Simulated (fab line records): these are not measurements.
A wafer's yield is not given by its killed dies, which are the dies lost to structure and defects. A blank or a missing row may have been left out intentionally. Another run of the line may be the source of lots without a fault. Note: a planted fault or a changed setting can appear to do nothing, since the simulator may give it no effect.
Chamber matching + flow nandHarc + 4 sister chambers for NHARC_A_M0_DESCUM_14 on rieDiel-09
The step chemistry O2, time 3 s. 4 wafers are shown with their chamber, then 12 later ones without.

## WAFERS, EACH WITH ITS CHAMBER
| wafer  | chamber | showerheadPlenumPTorr (Torr) |
|--------|---------|------------------------------|
| L087.5 | 1       | 1.91                         |
| L088.2 | 0       | 2.03                         |
| L093.4 | 2       | 1.81                         |
| L093.5 | 3       | 1.88                         |

## WAFERS MISSING THEIR CHAMBER
| wafer  | showerheadPlenumPTorr (Torr) |
|--------|------------------------------|
| L095.1 | 1.88                         |
| L095.3 | 1.81                         |
| L095.5 | 1.88                         |
| L096.1 | 2.03                         |
| L096.3 | 1.88                         |
| L096.4 | 1.81                         |
| L094.1 | 2.03                         |
| L094.3 | 1.88                         |
| L094.4 | 1.81                         |
| L097.3 | 1.87                         |
| L097.4 | 2.03                         |
| L097.6 | 1.81                         |

## WHICH CHAMBER EACH WENT THROUGH
| wafer  | from the rows above | in truth |
|--------|---------------------|----------|
| L095.1 | 3                   | 3        |
| L095.3 | 2                   | 2        |
| L095.5 | 3                   | 3        |
| L096.1 | 0                   | 0        |
| L096.3 | 3                   | 3        |
| L096.4 | 2                   | 2        |
| L094.1 | 0                   | 0        |
| L094.3 | 3                   | 3        |
| L094.4 | 2                   | 2        |
| L097.3 | 3                   | 3        |
| L097.4 | 0                   | 0        |
| L097.6 | 2                   | 2        |
12 of 12 placed correctly. From these rows, 0 cannot be placed. Wrongly placed: 0.
How it was worked out, from the rows above alone: a wafer's distance from a chamber is the root of the sum, over the readings, of the square of ((its reading less the chamber's mean) divided by the reading's scatter). The wafer belongs to the nearest chamber; if the next one is less than 2 further off, it can't be placed. For every chamber, the mean is computed from those of its wafers that are shown. The scatter: with one shown wafer a chamber, the root of the mean of the squares of how far each hidden wafer lies from its nearest shown one.
